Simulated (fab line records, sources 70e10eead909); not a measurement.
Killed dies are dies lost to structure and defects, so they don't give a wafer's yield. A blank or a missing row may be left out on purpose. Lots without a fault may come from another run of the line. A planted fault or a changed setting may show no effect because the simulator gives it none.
A struck lot beside a sound one | flow nand_harc | 21 steps out of a route of 1302
Sound: wafers L879.3, L879.4, L879.5. Struck: wafers L880.2, L880.3, L880.5. The cause comes at the end.
At each step with rows: each side's tool, then ch and its chambers, then its first start. Under that, the readings that differ: sound wafers | struck wafers | difference of the means | sigmas: that difference in standard deviations of wafers without a fault.
alike: readings whose means differ by less than 2 such deviations, and words and numbers that are the same on both sides. not compared: withheld readings, readings that some wafer has no value for, bounds like >300 that may hide the same value, and numbers for which the record gives no deviation and whose values overlap.
The two part at a step that has a row with sigmas, a row that says differs or no value, or rows on one side only. Numbers that don't overlap but have no deviation are shown without sigmas and don't part them. A reading that every wafer of one side lacks parts them only if that side has two wafers or more.

NHARC_P_CONTACT_CVD_23: deposits W, target thk 200 nm, time 557 s.
  sound on cvd_w-02 ch 0,1; struck on cvd_w-01 ch 0,1
  alike: heater_power_w, mfc_ar_sccm, throttle_valve_pct
NHARC_P_CONTACT_CMP_24: polishes, t overpolish 30 s, target thk 200 nm.
  sound on cmp-02 ch 0,2,3, day 8 01:38; struck on cmp-03 ch 0,1,2, day 8 17:02
  alike: motor_current_A, overpolish_run_s, time_to_endpoint_s
then, 1 step without rows for these wafers: NHARC_P_CONTACT_SRD_26.
NHARC_P_CONTACT_INSPECT_27:
  sound on defect_inspect-02, day 8 02:01; struck on defect_inspect-01, day 8 17:27
  alike: raw_defect_count
then, 7 steps without rows for these wafers: NHARC_P_M0_DEP_00 (deposits SiOC, target thk 150 nm); NHARC_P_M0_DEHYDRATE_01 (time 120 s); NHARC_P_M0_HMDS_02 (time 30 s); NHARC_P_M0_COAT_33 (time 65 s); NHARC_P_M0_COAT_03 (resist thk 90 nm); NHARC_P_M0_SOFTBAKE_04 (time 55 s); NHARC_P_M0_EBR_05.
NHARC_P_M0_EXPOSE_06: exposes mask P M0, target cd 90 nm.
  sound on arfi_scanner-03 ch 0, day 8 02:47; struck on arfi_scanner-03 ch 0, day 8 18:05
  reading              | sound             | struck            | difference | sigmas
  exposure_dose_mJ_cm2 | 81.25 81.41 81.30 | 61.84 61.91 61.77 | -19.48     | -99 or more
  alike: mask, focus_offset_nm
then, 2 steps without rows for these wafers: NHARC_P_M0_PEB_07 (peb time 65 s); NHARC_P_M0_DEVELOP_08 (develop time 35 s).
NHARC_P_M0_CD_MEAS_09: target cd 90 nm.
  sound on cd_sem-01 ch 0, day 8 02:56; struck on cd_sem-03 ch 0, day 8 18:14
  reading    | sound          | struck         | difference | sigmas
  cd_nm (nm) | 89.7 89.0 89.7 | 72.5 73.0 73.3 | -16.5      | -33
NHARC_P_M0_OVL_MEAS_10: pitch 180 nm.
  sound on overlay-02, day 8 03:01; struck on overlay-02, day 8 18:19
  alike: overlay_x_nm, overlay_y_nm
NHARC_P_M0_INSPECT_11:
  sound on defect_inspect-02, day 8 03:03; struck on defect_inspect-01, day 8 18:21
  alike: raw_defect_count
NHARC_P_M0_DESCUM_14: chemistry O2, time 3 s.
  sound on rie_diel-01 ch 0,2,3, day 8 03:16; struck on rie_diel-08 ch 0,2,3, day 8 18:25
  reading               | sound             | struck            | difference | sigmas
  model.P_M0.cd_nm (nm) | 89.94 89.08 89.58 | 72.82 73.47 73.35 | -16.32     |
  alike: chamber_pressure_mTorr, drypump_motor_current_A, mfc_ar_sccm, oes_product_au, rf_vpp_V, showerhead_plenum_p_Torr, throttle_valve_pct
  not compared: rf_hours_counter_h
NHARC_P_M0_ETCH_34: etches the open film in N2/H2, target depth 40 nm, overetch 12 nm, time 43.94 s.
  sound on rie_diel-01 ch 0,1,2, day 8 03:21; struck on rie_diel-08 ch 2,3, day 8 18:32
  alike: chamber_pressure_mTorr, drypump_motor_current_A, mfc_ar_sccm, oes_product_au, rf_vpp_V, showerhead_plenum_p_Torr, throttle_valve_pct
  not compared: rf_hours_counter_h
NHARC_P_M0_ETCH_15: etches the open film in C4F8/Ar, target depth 150 nm, overetch 15 nm, time 82.5 s.
  sound on rie_diel-01 ch 1,2,3; struck on rie_diel-08 ch 2,3
  reading               | sound             | struck            | difference | sigmas
  oes_product_au (a.u.) | 0.967 0.984 0.980 | 0.924 0.915 0.923 | -0.056     | -3
  model.P_M0.cd_nm (nm) | 89.68 88.93 89.27 | 72.83 73.67 73.71 | -15.89     |
  alike: chamber_pressure_mTorr, rf_vpp_V
  not compared: rf_hours_counter_h
NHARC_P_M0_CD_MEAS_16:
  sound on cd_sem-03, day 8 03:34; struck on cd_sem-02, day 8 18:49
  reading    | sound          | struck         | difference | sigmas
  cd_nm (nm) | 90.2 89.0 89.0 | 72.9 73.5 73.7 | -16.0      | -24

WHERE THEY PART
First at NHARC_P_M0_EXPOSE_06; last, within this record, at NHARC_P_M0_CD_MEAS_16.

WHY: what the simulator had put in
Process parameter drift: arfi_scanner-03, from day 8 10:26 on, at NHARC_P_M0_EXPOSE_06. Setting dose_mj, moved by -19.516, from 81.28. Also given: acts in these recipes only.
